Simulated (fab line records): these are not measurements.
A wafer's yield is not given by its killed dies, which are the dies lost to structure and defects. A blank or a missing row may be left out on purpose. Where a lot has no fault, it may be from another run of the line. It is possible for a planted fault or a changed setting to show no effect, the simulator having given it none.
A struck lot beside a sound one :: flow nand-harc :: 12 out of 1302 route steps
Sound: wafers L706.1, L706.4, L706.5. The struck wafers were L716.2, L716.3, L716.5. At the end, the cause is stated.
At each step with rows: each side's tool, then ch and its chambers, then its first start. Under that, the readings that differ: sound wafers :: struck wafers :: difference of the means :: sigmas: that difference in standard deviations of wafers without a fault.
alike: a reading whose means differ by less than 2 such deviations, as well as words and numbers matching on both sides. not compared: withheld readings; readings where some wafer has no value; bounds like >300 that might hide an equal value; numbers whose values overlap and for which the record gives no deviation.
A row with sigmas, a row that says differs or no value, or rows on one side alone: a step with any of these is where the two part. Numbers that don't overlap but have no deviation are shown without sigmas and don't part them. A reading that every wafer of one side lacks parts them only if that side has two wafers or more.

first, 1 step without rows for these wafers: NHARC_A_CHANNEL_FILL_D2_ANNEAL_22 (time 7200 s).
NHARC_A_CHANNEL_FILL_D2_ALD_25: deposits SiOx, target thk 60 nm, pulse time 10 s, ald cycles 600.
  sound on ald-hk-02 ch 0,1,2, day 15 12:47; struck on ald-hk-01 ch 0,1,2, day 19 13:30
  alike: heater-power-w, precursor-pulse-height-rel
NHARC_A_CHANNEL_FILL_D2_ETCHBACK_08: etches the open film in C4F8, target depth 220 nm, time 110 s.
  sound: rie-diel-07 ch 0,2,3; struck: rie-diel-07 ch 1,2,3
  alike: oes-product-au, rf-vpp-V
  not compared: rf-hours-counter-h
NHARC_A_CHANNEL_FILL_D2_STRIP_29: strips in O2, time 20 s.
  sound: rie-diel-07 ch 1,2,3; struck: rie-diel-07 ch 0,2,3
  alike: drypump-motor-current-A, mfc-ar-sccm, oes-product-au, rf-vpp-V, showerhead-plenum-p-Torr, throttle-valve-pct
  not compared: rf-hours-counter-h
then, 3 steps without rows for these wafers: NHARC_A_CHANNEL_FILL_D2_PRECLEAN_30 (cleans in dHF, time 30 s); NHARC_A_CHANNEL_FILL_D2_SRD_31; NHARC_A_CHANNEL_FILL_D2_CVD_09 (deposits poly-Si, target thk 150 nm, time 3000 s).
NHARC_A_CHANNEL_FILL_D2_CMP_10: polishes, target thk 150 nm.
  sound on cmp-02 ch 1,2,3, day 16 00:10; struck on cmp-01 ch 1,3, day 20 00:40
  alike: motor-current-A, time-to-endpoint-s
  not compared: pad-life-wafers
after that, 1 step had no rows for these wafers: NHARC_A_CHANNEL_FILL_D2_SRD_12.
NHARC_A_CHANNEL_FILL_D2_RTA_24: time 5 s.
  sound on rtp-anneal-01 ch 0, day 16 00:36; struck on rtp-anneal-02 ch 0, day 20 01:56
reading: lamp-power-pct (%)
sound: 32.6 32.7 32.7
struck: 34.5 34.5 34.4
difference: +1.8
sigmas: +2
  alike: wafer_temp_C_max
NHARC_A_CHANNEL_FILL_D2_INSPECT_13:
  sound: defect-inspect-01 at day 16 00:48; struck: defect-inspect-01 at day 20 02:07
  alike: raw-defect-count
-- break in the record here, with 10 days between the starts of the struck wafers on either side (left off in module A_CHANNEL_FILL_D2, picked up again in module END, where the first step shown is number 1302 on the route) --
NHARC_END_SORT_01:
  the record has rows for the struck wafers here (prober-01 ch 0, day 30 02:06) and none for the sound ones

## WHERE THEY PART
At NHARC_A_CHANNEL_FILL_D2_RTA_24 first; at NHARC_END_SORT_01 last (within this record only).

WHY: what had been put in by the simulator
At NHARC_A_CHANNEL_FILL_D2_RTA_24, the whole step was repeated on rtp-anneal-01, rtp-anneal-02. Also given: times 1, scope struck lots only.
